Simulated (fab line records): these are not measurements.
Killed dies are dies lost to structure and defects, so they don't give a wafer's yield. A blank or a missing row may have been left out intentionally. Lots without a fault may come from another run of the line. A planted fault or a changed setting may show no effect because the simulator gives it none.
Chamber matching || flow n5-finfet || N5_BEOL_M9_STRIP_67 on rie-diel-05 has 4 sister chambers
The step strips in CF4. 4 wafers are shown with their chamber, then 9 later ones without.

WAFERS PAIRED WITH THEIR CHAMBERS
{"wafer": "L088.5", "chamber": 0, "showerhead-plenum-p-Torr (Torr)": 1.82}
{"wafer": "L088.6", "chamber": 1, "showerhead-plenum-p-Torr (Torr)": 1.76}
{"wafer": "L092.4", "chamber": 2, "showerhead-plenum-p-Torr (Torr)": 1.74}
{"wafer": "L092.5", "chamber": 3, "showerhead-plenum-p-Torr (Torr)": 1.77}

WAFERS WITHOUT THEIR CHAMBER
{"wafer": "L087.1", "showerhead-plenum-p-Torr (Torr)": 1.77}
{"wafer": "L087.3", "showerhead-plenum-p-Torr (Torr)": 1.74}
{"wafer": "L087.5", "showerhead-plenum-p-Torr (Torr)": 1.77}
{"wafer": "L095.1", "showerhead-plenum-p-Torr (Torr)": 1.81}
{"wafer": "L095.2", "showerhead-plenum-p-Torr (Torr)": 1.77}
{"wafer": "L095.3", "showerhead-plenum-p-Torr (Torr)": 1.74}
{"wafer": "L095.4", "showerhead-plenum-p-Torr (Torr)": 1.76}
{"wafer": "L095.5", "showerhead-plenum-p-Torr (Torr)": 1.77}
{"wafer": "L095.6", "showerhead-plenum-p-Torr (Torr)": 1.81}

EACH ONE'S CHAMBER
{"wafer": "L087.1", "from the rows above": 3, "in truth": 3}
{"wafer": "L087.3", "from the rows above": 2, "in truth": 2}
{"wafer": "L087.5", "from the rows above": 3, "in truth": 3}
{"wafer": "L095.1", "from the rows above": 0, "in truth": 0}
{"wafer": "L095.2", "from the rows above": 3, "in truth": 3}
{"wafer": "L095.3", "from the rows above": 2, "in truth": 2}
{"wafer": "L095.4", "from the rows above": 1, "in truth": 1}
{"wafer": "L095.5", "from the rows above": 3, "in truth": 3}
{"wafer": "L095.6", "from the rows above": 0, "in truth": 0}
Placed correctly: 9 of 9. Number that these rows cannot place: 0. Wrongly placed: 0.
How it was worked out, from the rows above alone: a wafer's distance from a chamber is the root of the sum, over the readings, of the square of ((its reading less the chamber's mean) divided by the reading's scatter). The wafer belongs to the nearest chamber; if the next one is less than 2 further off, it can't be placed. A chamber's mean is the mean of its shown wafers. The scatter: root of mean squared gap, hidden wafer to nearest shown wafer, with one shown wafer a chamber.
